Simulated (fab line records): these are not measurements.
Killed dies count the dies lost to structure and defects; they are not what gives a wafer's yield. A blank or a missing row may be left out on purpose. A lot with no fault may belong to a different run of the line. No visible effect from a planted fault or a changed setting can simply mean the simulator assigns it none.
Which tool did it? :: flow n5Finfet :: 66 wafers sampled from 22 lots at 1 step of a route of 1938

## WHAT THE GAUGES READ, wafer by wafer
N5_SD_EPI_P_CD_MEAS_09: target cd 240 nm. Usual: cdNm 240.4 nm, standard deviation 0.94.
lot: L074
measured: day 3 05:05
on: cdSem-03
cdNm (nm): 240.8 240.7 241.1
flag: 

lot: L075
measured: day 3 12:25
on: cdSem-03
cdNm (nm): 239.0 239.5 240.6
flag: 

lot: L076
measured: day 3 17:02
on: cdSem-03
cdNm (nm): 239.6 240.3 239.5
flag: 

lot: L077
measured: day 4 00:58
on: cdSem-03
cdNm (nm): 241.0 241.5 241.5
flag: 

lot: L078
measured: day 4 04:46
on: cdSem-01
cdNm (nm): 242.5 241.9 240.8
flag: 

lot: L079
measured: day 4 12:38
on: cdSem-03
cdNm (nm): 239.7 240.4 239.9
flag: 

lot: L080
measured: day 4 21:43
on: cdSem-02
cdNm (nm): 241.4 241.2 241.2
flag: 

lot: L081
measured: day 5 01:49
on: cdSem-03
cdNm (nm): 239.4 240.6 239.3
flag: 

lot: L083
measured: day 5 16:19
on: cdSem-03
cdNm (nm): 240.6 238.5 239.4
flag: 

lot: L084
measured: day 6 00:22
on: cdSem-02
cdNm (nm): 240.5 240.2 240.3
flag: 

lot: L085
measured: day 6 01:23
on: cdSem-02
cdNm (nm): 240.2 240.8 241.1
flag: 

lot: L086
measured: day 6 09:01
on: cdSem-01
cdNm (nm): 240.5 240.9 240.5
flag: 

lot: L088
measured: day 6 16:54
on: cdSem-01
cdNm (nm): 240.3 241.1 240.1
flag: 

lot: L087
measured: day 6 18:01
on: cdSem-01
cdNm (nm): 240.4 240.1 242.0
flag: 

lot: L089
measured: day 7 00:19
on: cdSem-01
cdNm (nm): 239.3 239.5 239.8
flag: 

lot: L091
measured: day 7 18:23
on: cdSem-01
cdNm (nm): 239.9 240.5 242.1
flag: 

lot: L092
measured: day 7 19:58
on: cdSem-03
cdNm (nm): 239.0 240.6 239.1
flag: 

lot: L093
measured: day 8 07:25
on: cdSem-02
cdNm (nm): 239.5 240.0 240.1
flag: 

lot: L094
measured: day 8 08:05
on: cdSem-03
cdNm (nm): 240.5 241.0 241.0
flag: 

lot: L095
measured: day 8 15:34
on: cdSem-03
cdNm (nm): 241.1 239.1 239.7
flag: 

lot: L096
measured: day 8 18:58
on: cdSem-01
cdNm (nm): 240.1 240.6 240.7
flag: 

lot: L097
measured: day 9 02:50
on: cdSem-03
cdNm (nm): 240.2 239.8 240.4
flag: 

## WHAT TOOL EACH LOT RAN ON (gives the tool, then ch and the chambers of the sampled wafers, and finally the start)
There is no process step in the record ahead of these readings.

## AS READ BY THE TOOLS THEMSELVES (means over the sampled wafers that have a number; for cases with no such wafer, the mark the record gives instead)
The record holds no such reading with a usual standard deviation.

## THE ANSWER, worked out from the rows above alone
Rule: a lot counts as off when the mean over its wafers that have a number is more than 3 standard deviations away from the usual mean. A lot without any number at a reading at which 4 lots or more have one is off too. Any other lot the step has rows for is counted as sound. Order of review: gauges by route order, followed by the tools' own readings, for which a lot's mean as printed above is used. The first step at which some lot is off is used, and at that step the reading that is off furthest; a lot without a number counts as furthest.
Nothing can be told from this: no lot is off at any reading shown.

## WHAT HAD BEEN PUT IN BY THE SIMULATOR
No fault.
